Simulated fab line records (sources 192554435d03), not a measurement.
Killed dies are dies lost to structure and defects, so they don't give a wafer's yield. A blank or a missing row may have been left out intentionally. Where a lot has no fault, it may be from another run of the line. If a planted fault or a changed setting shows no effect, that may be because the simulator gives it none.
The tool behind it: which one?	flow n5-finfet	24 lots, 72 wafers sampled, at 6 steps of a route of 1938

WHAT EACH GAUGE READ, for each wafer
N5_BEOL_M10_INSPECT_58: inspects for defects (darkfield).
lot	measured	on	raw-defect-count
L074	day 11 08:13	defect-inspect-01	51 50 26
L079	day 11 15:32	defect-inspect-02	27 41 48
L077	day 11 17:57	defect-inspect-01	74 82 137
L076	day 11 18:32	defect-inspect-01	103 64 72
L075	day 11 20:41	defect-inspect-01	60 68 32
L078	day 12 06:50	defect-inspect-02	47 87 63
L080	day 12 17:52	defect-inspect-01	105 95 106
L081	day 12 20:29	defect-inspect-01	61 68 54
L082	day 13 17:00	defect-inspect-01	70 57 54
L085	day 13 21:53	defect-inspect-01	50 61 66
L084	day 15 07:08	defect-inspect-02	59 103 68
L086	day 15 09:53	defect-inspect-02	68 81 88
L089	day 15 16:34	defect-inspect-01	44 67 67
L083	day 15 20:41	defect-inspect-01	33 39 65
L088	day 16 02:06	defect-inspect-01	51 56 53
L087	day 16 03:49	defect-inspect-01	61 87 84
L090	day 16 07:59	defect-inspect-02	77 75 89
L093	day 17 03:15	defect-inspect-02	40 51 53
L092	day 17 06:02	defect-inspect-01	81 91 90
L091	day 17 09:02	defect-inspect-02	51 65 88
L094	day 17 11:04	defect-inspect-02	156 81 71
L097	day 17 20:19	defect-inspect-01	88 70 62
L095	day 17 21:08	defect-inspect-01	61 81 54
L096	day 18 13:34	defect-inspect-02	47 60 28

N5_BEOL_M12_OVL_MEAS_11.
lot	measured	on	V11_OVL (nm)
L074	day 11 18:11	overlay-01	1 3 1
L079	day 11 23:11	overlay-02	4 3 2
L077	day 12 00:45	overlay-02	10 9 -5
L076	day 12 00:59	overlay-02	11 0 8
L075	day 12 07:16	overlay-01	13 4 2
L078	day 12 16:14	overlay-02	6 -4 1
L080	day 13 00:47	overlay-02	4 -2 -1
L081	day 13 04:54	overlay-01	8 8 1
L082	day 14 05:35	overlay-01	6 6 1
L085	day 14 06:42	overlay-01	8 4 1
L084	day 15 15:56	overlay-02	6 13 0
L086	day 15 16:54	overlay-02	0 4 -3
L089	day 15 23:12	overlay-01	4 7 3
L083	day 16 04:34	overlay-02	11 1 3
L088	day 16 09:23	overlay-02	5 5 5
L087	day 16 11:35	overlay-01	7 5 10
L090	day 16 16:27	overlay-02	-7 -6 0
L093	day 17 11:43	overlay-02	4 8 -2
L092	day 17 14:34	overlay-02	-4 4 12
L091	day 17 21:42	overlay-01	7 7 7
L094	day 17 21:07	overlay-02	-3 3 -3
L097	day 18 06:01	overlay-02	2 4 2
L095	day 18 07:20	overlay-02	11 12 11
L096	day 19 00:04	overlay-02	-1 1 0

EACH LOT AND THE TOOL THAT RAN IT (in order: tool; ch and the chambers of the sampled wafers; start)
lot	N5_BEOL_M10_SPUTTER_48	N5_BEOL_M11_ETCH_62	N5_BEOL_M11_TRENCH_ETCH_37	N5_BEOL_M11_ETCH_41
L074	pvd-sputter-03, day 11 07:10	rie-diel-03 ch 0,2,3, day 11 11:20	rie-diel-02 ch 2,3, day 11 18:11 or earlier	rie-diel-02 ch 2,3, day 11 18:11 or earlier
L079	pvd-sputter-03, day 11 14:31	rie-diel-02 ch 0,2, day 11 17:13	rie-diel-02 ch 0,2, day 11 23:11 or earlier	rie-diel-02 ch 0,2, day 11 23:11 or earlier
L077	pvd-sputter-01, day 11 16:33	rie-diel-06 ch 0,1,2, day 11 20:04	rie-diel-02 ch 0,1,3, day 12 00:45 or earlier	rie-diel-02 ch 0,1,3, day 12 00:45 or earlier
L076	pvd-sputter-01, day 11 17:33	rie-diel-03 ch 0,1,3, day 11 20:14	rie-diel-06 ch 0,1,3, day 12 00:59 or earlier	rie-diel-06 ch 0,1,3, day 12 00:59 or earlier
L075	pvd-sputter-03, day 11 19:42	rie-diel-06 ch 1,3, day 11 22:03	rie-diel-03 ch 0,3, day 12 07:16 or earlier	rie-diel-03 ch 0,3, day 12 07:16 or earlier
L078	pvd-sputter-01, day 12 05:13	rie-diel-02 ch 0,1, day 12 10:04	rie-diel-02 ch 0,2,3, day 12 16:14 or earlier	rie-diel-02 ch 0,2,3, day 12 16:14 or earlier
L080	pvd-sputter-02, day 12 15:28	rie-diel-02 ch 1,2, day 12 19:46	rie-diel-02 ch 0,2,3, day 13 00:47 or earlier	rie-diel-02 ch 0,2,3, day 13 00:47 or earlier
L081	pvd-sputter-01, day 12 19:27	rie-diel-02 ch 1,2, day 12 22:56	rie-diel-03 ch 0,2,3, day 13 04:54 or earlier	rie-diel-03 ch 0,2,3, day 13 04:54 or earlier
L082	pvd-sputter-03, day 13 15:55	rie-diel-02 ch 2,3, day 13 21:00	rie-diel-02 ch 0,2,3, day 14 05:35 or earlier	rie-diel-02 ch 0,2,3, day 14 05:35 or earlier
L085	pvd-sputter-02, day 13 20:54	rie-diel-02 ch 0,1,3, day 14 01:45	rie-diel-03 ch 0,2,3, day 14 06:42 or earlier	rie-diel-03 ch 0,2,3, day 14 06:42 or earlier
L084	pvd-sputter-03, day 15 06:09	rie-diel-06 ch 0,1,3, day 15 09:19	rie-diel-03 ch 1,2, day 15 15:56 or earlier	rie-diel-03 ch 1,2, day 15 15:56 or earlier
L086	pvd-sputter-01, day 15 08:54	rie-diel-03 ch 0,2,3, day 15 12:02	rie-diel-03 ch 0,1,2, day 15 16:54 or earlier	rie-diel-03 ch 0,1,2, day 15 16:54 or earlier
L089	pvd-sputter-02, day 15 15:35	rie-diel-02 ch 1,2,3, day 15 19:05	rie-diel-03 ch 1,2, day 15 23:12 or earlier	rie-diel-03 ch 1,2, day 15 23:12 or earlier
L083	pvd-sputter-03, day 15 19:42	rie-diel-06 ch 0,2,3, day 15 22:22	rie-diel-02 ch 1,2, day 16 04:34 or earlier	rie-diel-02 ch 1,2, day 16 04:34 or earlier
L088	pvd-sputter-02, day 16 01:07	rie-diel-02 ch 0,2,3, day 16 03:55	rie-diel-02 ch 1,2,3, day 16 09:23 or earlier	rie-diel-02 ch 1,2,3, day 16 09:23 or earlier
L087	pvd-sputter-01, day 16 02:38	rie-diel-03 ch 0,2,3, day 16 06:37	rie-diel-03 ch 1,2,3, day 16 11:35 or earlier	rie-diel-03 ch 1,2,3, day 16 11:35 or earlier
L090	pvd-sputter-03, day 16 06:52	rie-diel-06 ch 0,2,3, day 16 10:53	rie-diel-03 ch 0,1,2, day 16 16:27 or earlier	rie-diel-03 ch 0,1,2, day 16 16:27 or earlier
L093	pvd-sputter-02, day 17 02:05	rie-diel-02 ch 0,1, day 17 06:41	rie-diel-02 ch 2,3, day 17 11:43 or earlier	rie-diel-02 ch 2,3, day 17 11:43 or earlier
L092	pvd-sputter-03, day 17 04:04	rie-diel-02 ch 0,1,3, day 17 08:55	rie-diel-03 ch 0,2,3, day 17 14:34 or earlier	rie-diel-03 ch 0,2,3, day 17 14:34 or earlier
L091	pvd-sputter-02, day 17 08:01	rie-diel-02 ch 0,1,2, day 17 13:34	rie-diel-06 ch 0,1,2, day 17 21:42 or earlier	rie-diel-06 ch 0,1,2, day 17 21:42 or earlier
L094	pvd-sputter-02, day 17 10:04	rie-diel-02 ch 0,1,2, day 17 14:08	rie-diel-06 ch 0,1,2, day 17 21:07 or earlier	rie-diel-06 ch 0,1,2, day 17 21:07 or earlier
L097	pvd-sputter-03, day 17 19:20	rie-diel-02 ch 1,3, day 17 23:39	rie-diel-06 ch 0,1,2, day 18 06:01 or earlier	rie-diel-06 ch 0,1,2, day 18 06:01 or earlier
L095	pvd-sputter-02, day 17 19:57	rie-diel-02 ch 1,2, day 18 00:16	rie-diel-02 ch 1,2, day 18 07:20 or earlier	rie-diel-02 ch 1,2, day 18 07:20 or earlier
L096	pvd-sputter-01, day 18 12:35	rie-diel-03 ch 0,2,3, day 18 16:30	rie-diel-02 ch 0,2, day 19 00:04 or earlier	rie-diel-02 ch 0,2, day 19 00:04 or earlier
- N5_BEOL_M10_SPUTTER_48: material Cu, target thk 12 nm, time 2 s.
- N5_BEOL_M11_ETCH_62: etches SOC in N2/H2, target depth 110 nm, overetch 22 nm, time 165 s.
- N5_BEOL_M11_TRENCH_ETCH_37: etches SiCOH lowk in C4F6/O2, target depth 148.83 nm, time 48 s.
- N5_BEOL_M11_ETCH_41: etches SiCN in CH3F/O2, target depth 42.6 nm, time 86 s.

AS READ BY THE TOOLS THEMSELVES (means over the sampled wafers that have a number; for cases with no such wafer, the mark the record gives instead)
N5_BEOL_M10_SPUTTER_48.
lot	tool	chuck-gas-flow-sccm (sccm)	throttle-valve-pct (%)
L074	pvd-sputter-03	1.23	29.9
L079	pvd-sputter-03	1.22	29.4
L077	pvd-sputter-01	1.23	29.6
L076	pvd-sputter-01	1.22	28.9
L075	pvd-sputter-03	1.30	30.8
L078	pvd-sputter-01	1.26	29.6
L080	pvd-sputter-02	1.26	29.9
L081	pvd-sputter-01	1.24	29.2
L082	pvd-sputter-03	1.23	30.3
L085	pvd-sputter-02	1.25	29.9
L084	pvd-sputter-03	1.21	30.5
L086	pvd-sputter-01	1.28	29.7
L089	pvd-sputter-02	1.29	30.5
L083	pvd-sputter-03	1.28	30.9
L088	pvd-sputter-02	1.19	30.0
L087	pvd-sputter-01	1.25	29.7
L090	pvd-sputter-03	1.30	31.1
L093	pvd-sputter-02	1.26	29.7
L092	pvd-sputter-03	1.29	30.0
L091	pvd-sputter-02	1.24	29.9
L094	pvd-sputter-02	1.26	30.4
L097	pvd-sputter-03	1.25	31.8
L095	pvd-sputter-02	1.29	30.9
L096	pvd-sputter-01	1.24	29.3

N5_BEOL_M11_ETCH_62.
lot	tool	drypump-motor-current-A (A)	oes-product-au (a.u.)	rf-vpp-V (V)	showerhead-plenum-p-Torr (Torr)	throttle-valve-pct (%)
L074	rie-diel-03	5.2	0.75	526.3	2.63	17.62
L079	rie-diel-02	5.7	0.70	523.7	2.53	17.72
L077	rie-diel-06	5.7	0.65	522.3	2.51	17.82
L076	rie-diel-03	5.4	0.67	525.2	2.59	17.77
L075	rie-diel-06	5.6	0.59	524.5	2.59	18.23
L078	rie-diel-02	5.9	0.74	523.2	2.51	17.65
L080	rie-diel-02	6.2	0.69	525.7	2.59	17.72
L081	rie-diel-02	6.1	0.65	526.1	2.61	17.80
L082	rie-diel-02	5.9	0.61	524.8	2.56	17.98
L085	rie-diel-02	5.9	0.69	523.1	2.50	17.84
L084	rie-diel-06	5.4	0.63	522.9	2.53	18.03
L086	rie-diel-03	5.2	0.71	525.4	2.62	17.68
L089	rie-diel-02	6.0	0.64	524.0	2.54	17.92
L083	rie-diel-06	5.7	0.63	522.0	2.46	17.82
L088	rie-diel-02	5.8	0.65	522.2	2.51	17.94
L087	rie-diel-03	5.2	0.71	525.7	2.62	17.69
L090	rie-diel-06	5.7	0.63	521.7	2.46	17.83
L093	rie-diel-02	6.1	0.70	523.1	2.53	17.72
L092	rie-diel-02	5.9	0.67	522.5	2.49	17.89
L091	rie-diel-02	6.0	0.67	524.9	2.55	17.79
L094	rie-diel-02	6.0	0.66	524.3	2.55	17.78
L097	rie-diel-02	6.1	0.67	524.0	2.53	17.88
L095	rie-diel-02	6.2	0.66	525.1	2.58	17.79
L096	rie-diel-03	5.2	0.68	525.8	2.61	17.72

N5_BEOL_M11_TRENCH_ETCH_37.
lot	tool	drypump-motor-current-A (A)	oes-product-au (a.u.)	rf-vpp-V (V)	showerhead-plenum-p-Torr (Torr)	throttle-valve-pct (%)
L074	rie-diel-02	5.9	0.75	661	2.82	21.23
L079	rie-diel-02	5.7	0.82	660	2.84	20.93
L077	rie-diel-02	5.9	0.84	658	2.82	20.99
L076	rie-diel-06	5.4	0.75	664	2.85	21.14
L075	rie-diel-03	5.3	0.85	669	2.93	20.75
L078	rie-diel-02	5.8	0.78	660	2.83	21.09
L080	rie-diel-02	5.8	0.78	659	2.82	21.10
L081	rie-diel-03	5.2	0.86	670	2.93	20.79
L082	rie-diel-02	5.8	0.78	661	2.82	21.10
L085	rie-diel-03	5.2	0.84	669	2.93	20.80
L084	rie-diel-03	5.8	0.94	673	2.94	20.78
L086	rie-diel-03	5.4	0.88	670	2.90	20.81
L089	rie-diel-03	5.6	0.91	674	2.98	20.82
L083	rie-diel-02	6.2	0.80	663	2.91	20.91
L088	rie-diel-02	6.0	0.76	662	2.86	21.09
L087	rie-diel-03	5.6	0.88	673	2.97	20.78
L090	rie-diel-03	5.4	0.87	669	2.89	20.81
L093	rie-diel-02	5.9	0.70	663	2.86	21.18
L092	rie-diel-03	5.2	0.82	669	2.92	20.83
L091	rie-diel-06	5.7	0.86	662	2.80	20.88
L094	rie-diel-06	5.7	0.85	662	2.80	20.88
L097	rie-diel-06	5.7	0.84	662	2.80	20.89
L095	rie-diel-02	6.3	0.77	663	2.90	20.93
L096	rie-diel-02	5.8	0.78	659	2.82	21.01

N5_BEOL_M11_ETCH_41.
lot	tool	drypump-motor-current-A (A)	oes-product-au (a.u.)	rf-vpp-V (V)	showerhead-plenum-p-Torr (Torr)	throttle-valve-pct (%)
L074	rie-diel-02	5.9	0.75	296.3	1.98	16.61
L079	rie-diel-02	5.7	0.82	297.3	2.00	16.29
L077	rie-diel-02	5.9	0.84	297.0	1.98	16.33
L076	rie-diel-06	5.4	0.76	297.7	2.00	16.52
L075	rie-diel-03	5.2	0.85	298.5	2.06	16.13
L078	rie-diel-02	5.8	0.78	296.9	1.99	16.46
L080	rie-diel-02	5.8	0.78	296.2	1.98	16.46
L081	rie-diel-03	5.2	0.86	298.8	2.06	16.15
L082	rie-diel-02	5.8	0.77	297.0	1.98	16.48
L085	rie-diel-03	5.2	0.85	298.1	2.06	16.17
L084	rie-diel-03	5.8	0.94	298.7	2.07	16.12
L086	rie-diel-03	5.4	0.88	297.6	2.04	16.16
L089	rie-diel-03	5.5	0.90	299.8	2.10	16.15
L083	rie-diel-02	6.2	0.79	299.1	2.05	16.26
L088	rie-diel-02	6.0	0.76	296.9	2.01	16.46
L087	rie-diel-03	5.6	0.89	299.1	2.09	16.14
L090	rie-diel-03	5.4	0.86	299.0	2.04	16.18
L093	rie-diel-02	5.9	0.71	297.3	2.01	16.61
L092	rie-diel-03	5.2	0.82	298.5	2.05	16.21
L091	rie-diel-06	5.7	0.84	297.1	1.97	16.26
L094	rie-diel-06	5.7	0.85	297.3	1.97	16.26
L097	rie-diel-06	5.7	0.84	295.9	1.97	16.27
L095	rie-diel-02	6.2	0.77	297.6	2.04	16.29
L096	rie-diel-02	5.7	0.77	297.5	1.98	16.38

THE ANSWER, worked out from the rows above alone
Rule: the usual values come from the lots themselves. Put in order of their means at a reading, lots are off if they are a third of the lots or fewer, leave a main group of 4 or more, and stand apart from it by a gap of 3 or more times the standard deviation of the main group's means; of several such gaps the widest counts. A main group whose means are all the same, to the digits that the tables above print for the reading, isn't used. Also off: a lot with no number at a reading for which 4 or more lots have one. The other lots that the step has rows for count as sound. First the gauges in route order, then the tools' own readings, where a lot's mean is used as printed above. The first step at which some lot is off is used, and at that step the reading that is off furthest; a lot without a number counts as furthest.
No lot is off on any of the readings shown, so nothing can be concluded from this.

WHAT THE SIMULATOR PUT IN
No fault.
